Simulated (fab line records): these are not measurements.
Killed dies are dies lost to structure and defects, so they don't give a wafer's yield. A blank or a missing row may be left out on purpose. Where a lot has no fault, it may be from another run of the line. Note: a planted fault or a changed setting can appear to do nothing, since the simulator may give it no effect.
fab line records    flow n5Finfet
record lots=9  wafers=27  lastDay=18
route steps=1938 shown BEOL_M6@1233 TV_LITHO@1886 PASSIVATION@1908
lots that met no fault: taken from a fault-free run of the same line
startH: start of the lot's first displayed wafer, in hours after the record's first day    waitH: hours from the lot's prior step to this one    " the same as in the row above    L1.1+2: a row that stands for several wafers    - no value, or no start given    * or withheld: withheld    < > ~ a bound
route shown NAME@n: names a module that has steps shown in the file, with the first one's number in the route    usual: the fault-free wafers' mean and standard deviation    same: alike in all rows    chamber/n: place in a boat    sites: each site's reading    _std_site: standard deviation across them    _edge_site: outer sites' mean less inner sites'    radiusMm: how far each site lies from the wafer's centre    mask NAME#n: copy n    behind: the most recent tool/chamber to have shaped the wafer    hold: the reason the lot was held/the length of the hold in hours/how it ended    device: the transistor (n, p or np) that didn't switch    end of line: at the end of the route, the tests of the same wafers    for a step that has no rows: nothing shown but its recipe    killed: dies that structure and defects cost at the first sort, which is not the same as the wafer's yield    map: a wafer's dies, x killed, . not, _ none there
set.NAME: the setting the step ran with; set.NAME@STEP: the setting that earlier step ran with    model.NAME: the simulator's own value behind a step, which no gauge read
route steps across a sampled set of lots; one table per step, one row per wafer
services: the hour from which a tool's chamber was out of use, counted from the record's first day as startH (under 0 if before that day), plus the number of hours and why
## steps
# step N5_BEOL_M6_ETCH_66
# recipe chemistry=N2/H2  target=SOC  targetDepthA=800  overetchA=160  maskMaterial=SiARC  tempC=40  timeS=120  ionEnergyEv=200  pressureMtorr=30  sourceW=840  biasW=150  n2FlowSccm=200  h2FlowSccm=200
# usual drypumpMotorCurrentA=5.6/0.59  h2FlowSccm=200.0/0.59  oesProductAu=0.61/0.073  rfVppV=523.3/2.6  showerheadPlenumPTorr=2.52/0.089  tempC=40.00/0.11  throttleValvePct=17.80/0.3
lot.wafer  tool        chamber  startH  waitH  drypumpMotorCurrentA  h2FlowSccm  oesProductAu  rfHoursCounterH  rfVppV  showerheadPlenumPTorr  tempC  throttleValvePct
L183.3     rieDiel-06  3        210.26  0.0    5.5                   200.0       0.53          233              519.8   2.43                   39.92  18.34
L183.5     "           1        "       "      4.9                   201.4       0.57          -                521.2   2.44                   39.96  18.07
L183.6     "           0        "       "      5.6                   199.8       0.58          -                524.6   2.53                   39.99  17.79
L184.2     rieDiel-05  0        213.48  0.0    6.1                   199.7       0.66          54               519.7   2.48                   39.95  17.50
L184.4     "           1        "       "      5.8                   199.0       0.54          -                522.5   2.49                   39.98  17.95
L184.5     "           0        "       "      6.1                   200.1       0.66          -                520.7   2.48                   40.00  17.51
L189.4     rieDiel-06  1        241.40  0.0    4.9                   199.7       0.57          -                519.1   2.43                   40.12  18.10
L189.5     "           2        "       "      6.6                   199.7       0.74          -                528.4   2.72                   39.99  17.52
L189.6     "           3        "       "      5.5                   200.6       0.51          -                519.1   2.42                   40.12  18.35
L192.2     rieDiel-01  3        244.56  0.0    5.3                   200.2       0.72          15               522.7   2.51                   40.04  17.69
L192.3     "           0        "       "      4.9                   198.8       0.60          132              521.9   2.45                   40.10  17.92
L192.5     "           2        "       "      6.4                   199.3       0.61          -                524.6   2.56                   40.01  17.26
L190.4     rieDiel-01  1        260.00  0.0    5.1                   200.3       0.55          191              523.0   2.53                   40.05  17.85
L190.5     "           1        "       "      5.0                   200.5       0.55          -                523.0   2.53                   40.18  17.84
L190.6     "           0        "       "      4.9                   198.8       0.60          -                522.4   2.45                   39.95  17.93
L191.3     rieDiel-01  3        264.20  0.0    5.3                   199.8       0.71          22               523.0   2.51                   39.83  17.70
L191.4     "           2        "       "      6.5                   201.5       0.61          98               523.7   2.55                   39.96  17.30
L191.5     "           0        "       "      4.9                   199.1       0.59          -                522.5   2.45                   40.04  17.93
L195.2     rieDiel-01  0        266.28  0.0    4.9                   199.6       0.59          140              520.8   2.45                   39.92  17.94
L195.4     "           2        "       "      6.4                   199.5       0.61          99               524.4   2.55                   39.90  17.28
L195.5     "           3        "       "      5.3                   199.2       0.70          -                522.6   2.51                   39.95  17.71
L201.1     rieDiel-01  2        307.34  0.0    6.4                   200.3       0.60          113              523.2   2.55                   39.74  17.33
L201.5     "           0        "       "      4.9                   199.8       0.59          -                520.8   2.44                   40.08  17.97
L201.6     "           1        "       "      5.2                   200.9       0.54          -                524.4   2.52                   39.81  17.86
L204.2     rieDiel-05  1        341.08  0.0    5.8                   200.5       0.69          37               522.0   2.48                   40.06  17.53
L204.3     "           0        "       "      6.1                   200.0       0.62          97               521.9   2.46                   39.97  17.58
L204.5     "           2        "       "      5.5                   198.8       0.67          -                525.6   2.60                   40.00  17.60
# step N5_PASSIVATION_DESCUM_12
# recipe chemistry=O2  timeS=7.9  sourcePowerW=50  biasPowerW=20  pressureMtorr=20  rfFrequencyHz=2.712e+07  tempC=40  o2FlowSccm=225
# usual drypumpMotorCurrentA=5.7/0.39  oesProductAu=0.80/0.098  rfVppV=243.3/1.4  showerheadPlenumPTorr=2.11/0.083  tempC=40.01/0.11  throttleValvePct=20.40/0.22
lot.wafer  tool        chamber  startH  waitH  drypumpMotorCurrentA  oesProductAu  rfHoursCounterH  rfVppV  showerheadPlenumPTorr  tempC  throttleValvePct
L183.3     rieDiel-03  3        291.83  0.0    5.5                   0.69          216              245.9   2.16                   40.02  20.46
L183.5     "           1        "       "      5.7                   0.75          -                242.1   2.08                   40.02  20.21
L183.6     "           0        "       "      5.9                   0.81          -                242.1   2.01                   40.08  20.16
L184.2     rieDiel-02  1        296.66  0.3    6.3                   0.93          20               244.2   2.02                   40.17  19.97
L184.4     "           1        "       "      6.3                   0.93          -                242.9   2.02                   40.06  19.99
L184.5     "           0        "       "      5.7                   0.89          -                242.9   2.13                   39.97  20.24
L189.4     rieDiel-04  1        323.48  0.0    5.2                   0.92          22               244.0   2.15                   40.01  20.28
L189.5     "           0        "       "      5.5                   1.02          -                246.0   2.22                   40.01  20.14
L189.6     "           3        "       "      6.3                   0.82          -                244.8   2.22                   40.06  20.64
L192.2     rieDiel-04  2        328.72  0.5    5.8                   0.69          211              242.7   2.05                   40.12  20.33
L192.3     "           3        "       "      6.3                   0.81          95               244.2   2.22                   39.91  20.64
L192.5     "           3        "       "      6.3                   0.81          -                245.0   2.22                   39.94  20.65
L190.4     rieDiel-04  3        340.85  0.3    6.3                   0.81          98               244.8   2.22                   40.24  20.65
L190.5     "           3        "       "      6.3                   0.80          -                245.1   2.22                   40.08  20.66
L190.6     "           0        "       "      5.5                   0.99          -                245.7   2.22                   40.12  20.15
L191.3     rieDiel-03  1        343.88  0.0    5.7                   0.74          191              243.1   2.07                   39.82  20.22
L191.4     "           2        "       "      6.0                   0.74          214              241.2   1.98                   39.95  20.56
L191.5     "           2        "       "      6.0                   0.72          -                241.7   1.98                   40.05  20.53
L195.2     rieDiel-02  2        351.13  0.4    5.9                   0.72          196              243.1   2.08                   40.10  20.71
L195.4     "           3        "       "      4.9                   0.98          3                244.5   2.25                   39.93  20.56
L195.5     "           2        "       "      5.9                   0.71          -                243.2   2.08                   40.27  20.72
L201.1     rieDiel-04  3        390.03  0.1    6.3                   0.79          112              245.2   2.21                   40.15  20.67
L201.5     "           3        "       "      6.3                   0.80          -                245.0   2.21                   40.23  20.69
L201.6     "           0        "       "      5.5                   0.95          -                244.5   2.22                   40.02  20.17
L204.2     rieDiel-04  1        430.55  0.0    5.2                   0.86          49               244.2   2.14                   40.01  20.31
L204.3     "           3        "       "      6.3                   0.78          125              244.1   2.21                   40.07  20.70
L204.5     "           2        "       "      5.8                   0.68          -                243.6   2.04                   40.02  20.38
# step N5_PASSIVATION_DESCUM_32
# recipe chemistry=O2  timeS=7.9  sourcePowerW=50  biasPowerW=20  pressureMtorr=20  rfFrequencyHz=2.712e+07  tempC=40  o2FlowSccm=225
# usual drypumpMotorCurrentA=5.6/0.54  oesProductAu=0.82/0.08  rfVppV=243.0/1.3  showerheadPlenumPTorr=2.07/0.062  tempC=40.01/0.099  throttleValvePct=20.32/0.25
lot.wafer  tool        chamber  startH  waitH  drypumpMotorCurrentA  oesProductAu  rfHoursCounterH  rfVppV  showerheadPlenumPTorr  tempC  throttleValvePct
L183.3     rieDiel-05  2        293.34  0.0    5.5                   0.91          28               243.3   2.14                   39.99  20.06
L183.5     "           1        "       "      5.8                   0.94          -                241.7   2.05                   40.09  20.16
L183.6     "           0        "       "      6.1                   0.84          -                241.9   2.04                   40.20  20.18
L184.2     rieDiel-01  2        298.48  0.0    6.5                   0.80          110              244.8   2.11                   39.96  20.03
L184.4     "           0        "       "      4.9                   0.77          151              241.7   2.02                   40.19  20.68
L184.5     "           3        "       "      5.2                   0.90          -                242.4   2.04                   40.06  20.17
L189.4     rieDiel-05  0        325.09  0.2    6.1                   0.82          -                242.0   2.04                   40.02  20.22
L189.5     "           1        "       "      5.8                   0.92          -                241.6   2.05                   40.00  20.17
L189.6     "           2        "       "      5.5                   0.89          -                243.4   2.13                   39.92  20.09
L192.2     rieDiel-05  1        330.27  0.0    5.8                   0.91          32               243.2   2.05                   40.04  20.18
L192.3     "           0        "       "      6.1                   0.82          92               242.2   2.04                   40.08  20.21
L192.5     "           1        "       "      5.8                   0.91          -                242.7   2.05                   40.04  20.20
L190.4     rieDiel-06  2        342.22  0.0    6.6                   0.91          46               243.8   2.21                   39.98  20.15
L190.5     "           2        "       "      6.6                   0.92          -                245.2   2.21                   40.01  20.14
L190.6     "           1        "       "      4.9                   0.71          -                241.6   2.00                   39.92  20.94
L191.3     rieDiel-01  2        347.83  0.0    6.5                   0.78          127              243.0   2.10                   40.05  20.03
L191.4     "           3        "       "      5.2                   0.87          51               243.9   2.03                   40.11  20.18
L191.5     "           1        "       "      5.0                   0.70          -                242.5   2.05                   39.99  20.36
L195.2     rieDiel-01  1        353.46  0.1    5.1                   0.69          221              243.6   2.05                   39.78  20.37
L195.4     "           3        "       "      5.2                   0.86          53               242.6   2.03                   39.96  20.20
L195.5     "           2        "       "      6.4                   0.78          -                243.6   2.10                   40.06  20.05
L201.1     rieDiel-05  3        391.77  0.2    6.1                   0.93          16               243.3   2.12                   39.91  20.41
L201.5     "           1        "       "      5.8                   0.86          -                241.6   2.04                   39.97  20.22
L201.6     "           0        "       "      6.1                   0.79          -                242.8   2.03                   40.03  20.24
L204.2     rieDiel-01  0        432.19  0.0    4.9                   0.73          194              242.3   2.00                   40.10  20.74
L204.3     "           1        "       "      5.1                   0.67          247              242.4   2.04                   39.99  20.40
L204.5     "           0        "       "      4.9                   0.73          -                240.8   2.00                   40.03  20.76
# step N5_PASSIVATION_ETCH_54
# recipe chemistry=CHF3/O2  target=SiO2  targetDepthA=8800  CHF3_flow_sccm=50  O2_flow_sccm=5  Ar_flow_sccm=200  timeS=440  maskMaterial=PR  pressureMtorr=30  sourceW=650  biasW=170  ionEnergyEv=200
# usual O2_flow_sccm=4.998/0.013  drypumpMotorCurrentA=5.6/0.55  oesProductAu=0.81/0.081  rfVppV=527/7.4  showerheadPlenumPTorr=2.41/0.088  throttleValvePct=18.77/0.26
lot.wafer  tool        chamber  startH  waitH  O2_flow_sccm  drypumpMotorCurrentA  oesProductAu  rfHoursCounterH  rfVppV  showerheadPlenumPTorr  throttleValvePct
L183.3     rieDiel-06  0        295.34  0.1    5.010         5.6                   0.74          201              524     2.42                   18.99
L183.5     "           2        "       "      4.989         6.6                   0.91          -                529     2.56                   18.52
L183.6     "           1        "       "      4.987         4.9                   0.73          -                515     2.32                   19.29
L184.2     rieDiel-06  3        300.70  0.1    4.993         5.5                   0.90          11               540     2.57                   18.81
L184.4     "           0        "       "      4.990         5.6                   0.73          202              524     2.42                   19.01
L184.5     "           1        "       "      5.004         4.9                   0.72          -                515     2.32                   19.30
L189.4     rieDiel-05  1        327.36  0.1    4.992         5.8                   0.90          -                524     2.37                   18.62
L189.5     "           0        "       "      5.020         6.1                   0.81          -                518     2.34                   18.54
L189.6     "           2        "       "      5.003         5.6                   0.87          -                535     2.45                   18.41
L192.2     rieDiel-01  2        332.39  0.1    5.002         6.4                   0.77          124              519     2.44                   18.53
L192.3     "           1        "       "      5.009         5.0                   0.70          216              525     2.37                   18.80
L192.5     "           0        "       "      5.010         4.9                   0.75          -                532     2.30                   18.92
L190.4     rieDiel-01  1        344.22  0.1    5.017         5.1                   0.69          217              526     2.37                   18.81
L190.5     "           3        "       "      5.024         5.2                   0.87          -                536     2.35                   18.59
L190.6     "           0        "       "      4.984         4.9                   0.75          -                531     2.30                   18.94
L191.3     rieDiel-01  1        349.83  0.1    4.995         5.1                   0.70          219              525     2.37                   18.80
L191.4     "           0        "       "      5.011         4.9                   0.75          168              531     2.30                   18.93
L191.5     "           1        "       "      4.995         5.1                   0.70          -                527     2.37                   18.79
L195.2     rieDiel-06  0        355.79  0.1    4.987         5.6                   0.73          220              524     2.41                   19.03
L195.4     "           2        "       "      5.000         6.6                   0.89          -                529     2.55                   18.56
L195.5     "           0        "       "      4.990         5.6                   0.72          -                524     2.41                   19.02
L201.1     rieDiel-01  3        393.77  0.1    5.025         5.2                   0.85          68               535     2.34                   18.63
L201.5     "           0        "       "      4.989         4.9                   0.75          -                529     2.30                   18.96
L201.6     "           1        "       "      5.017         5.1                   0.68          -                525     2.37                   18.82
L204.2     rieDiel-05  3        434.57  0.1    4.999         6.1                   0.89          32               529     2.46                   18.97
L204.3     "           0        "       "      5.004         6.1                   0.77          129              518     2.33                   18.61
L204.5     "           3        "       "      4.983         6.1                   0.88          -                529     2.46                   18.95
# step N5_PASSIVATION_PROBE_49
# usual defectLimitedYield=91.2/1.4  killed_at_M0_to_M3=35/11  killed_at_M4_up=14/5.6  killedAtContacts=12/5.6  killedAtFrontEnd=38/11  killedAtOther=4/3.4  killedDies=103/17  killedOnRim=13/3.5  killedOpen=68/12  killedShort=33/8.8  sort_bin_5_function=5.1/0.89  sort_bin_6_memory=3.3/0.71  sortNPass=1077/17  sortYieldPct=91.2/1.4
# same grossDies=1180  killedAtBackSide=0  sort_bin_4_leakage[%]=0  sort_bin_8_speed[%]=0
lot.wafer  tool       chamber  startH  waitH  defectLimitedYield[%]  killed_at_M0_to_M3  killed_at_M4_up  killedAtContacts  killedAtFrontEnd  killedAtOther  killedDies  killedOnRim  killedOpen  killedShort  sort_bin_5_function[%]  sort_bin_6_memory[%]  sortNPass  sortYieldPct[%]
L201.1     prober-02  -        396.55  0.0    90.9                   31                  17               13                29                17             107         13           79          26           5.8                     3.1                   1073       90.9
L201.5     prober-02  -        396.75  0.2    90.8                   36                  20               12                27                13             108         14           76          31           5.8                     3.1                   1072       90.8
L201.6     prober-02  -        396.80  0.3    82.6                   29                  133              10                29                4              205         13           64          17           10.9                    3.7                   975        82.6
# killed by level:class
L201.1 BEOL_M2:geometricParticle:open=12 BEOL_M4:geometricParticle:open=12 MOL_CONTACT_COAG:geometricParticle:open=10 STI_FIN_REVEAL:geometricParticle:open=9 BEOL_M3:geometricParticle:open=7 GATE_CUT:geometricParticle:short=6 DUMMY_GATE:geometricParticle:open=5 BEOL_M1:geometricParticle:open=5
L201.5 BEOL_M4:geometricParticle:open=13 STI_FIN_REVEAL:geometricParticle:open=11 BEOL_M2:geometricParticle:open=8 MOL_CONTACT_COAG:geometricParticle:open=7 FIN_SAQP:geometricParticle:open=5 MOL_CONTACT_COAG:geometricParticle:short=5 BEOL_M0_SAQP:geometricParticle:short=5 BEOL_M0_SAQP:geometricParticle:open=5
L201.6 BEOL_M6:unspecified=122 BEOL_M2:geometricParticle:open=13 MOL_CONTACT_COAG:geometricParticle:open=9 STI_FIN_REVEAL:geometricParticle:open=7 STARTING-WAFER:geometricParticle:open=6 BEOL_M0_SAQP:geometricParticle:short=4 BEOL_M3:geometricParticle:open=4 BEOL_M4:geometricParticle:open=4
## services
tool        chamber  startH  hours  kind
rieDiel-05  2        197.50  -      clean
rieDiel-05  2        197.50  -      consumableReplace:focusRing
rieDiel-05  2        197.50  21.7   scheduledDown
rieDiel-05  2        197.50  21.7   ventCycle
rieDiel-04  0        204.06  8.8    repair
rieDiel-05  1        219.55  -      clean
rieDiel-05  1        219.55  -      consumableReplace:focusRing
rieDiel-05  1        219.55  26.5   scheduledDown
rieDiel-05  -        220.37  0.1    repair
rieDiel-05  -        242.12  2.8    pm
rieDiel-05  0        249.32  13.7   repair
rieDiel-02  1        257.11  6.0    repair
rieDiel-01  1        266.36  5.0    repair
rieDiel-04  0        284.54  18.3   repair
rieDiel-02  3        293.80  6.4    repair
rieDiel-03  0        318.87  4.7    repair
rieDiel-06  -        323.83  2.8    pm
rieDiel-03  0        325.59  3.4    repair
rieDiel-04  1        350.14  7.9    repair
rieDiel-06  1        353.19  3.7    repair
rieDiel-01  0        368.40  6.1    repair
rieDiel-04  0        378.54  9.7    repair
rieDiel-02  1        412.41  6.0    repair
rieDiel-03  0        431.52  6.5    repair
## key
firstSign step=N5_PASSIVATION_PROBE_49  reading=killed_at_M4_up  direction=up  sigmas=21  usual=14  struck=133
effect step=N5_PASSIVATION_PROBE_49  reading=defectLimitedYield  direction=down  sigmas=6  usual=91.2  struck=82.6
moreKillsBornAt N5_BEOL_M6_ETCH_66@rieDiel-01=122
metAt N5_BEOL_M6_ETCH_66
struckLots L201
struckWafers L201.6
notActingAt N5_PASSIVATION_DESCUM_12,N5_PASSIVATION_DESCUM_32,N5_PASSIVATION_ETCH_54
onsetBetween 260.00 307.34
fault kind=chamberParticleSource  tool=rieDiel-01  chamber=1  onsetH=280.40  steps=N5_BEOL_M6_ETCH_66  ratePerVisitCm2=0.81237  endH=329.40
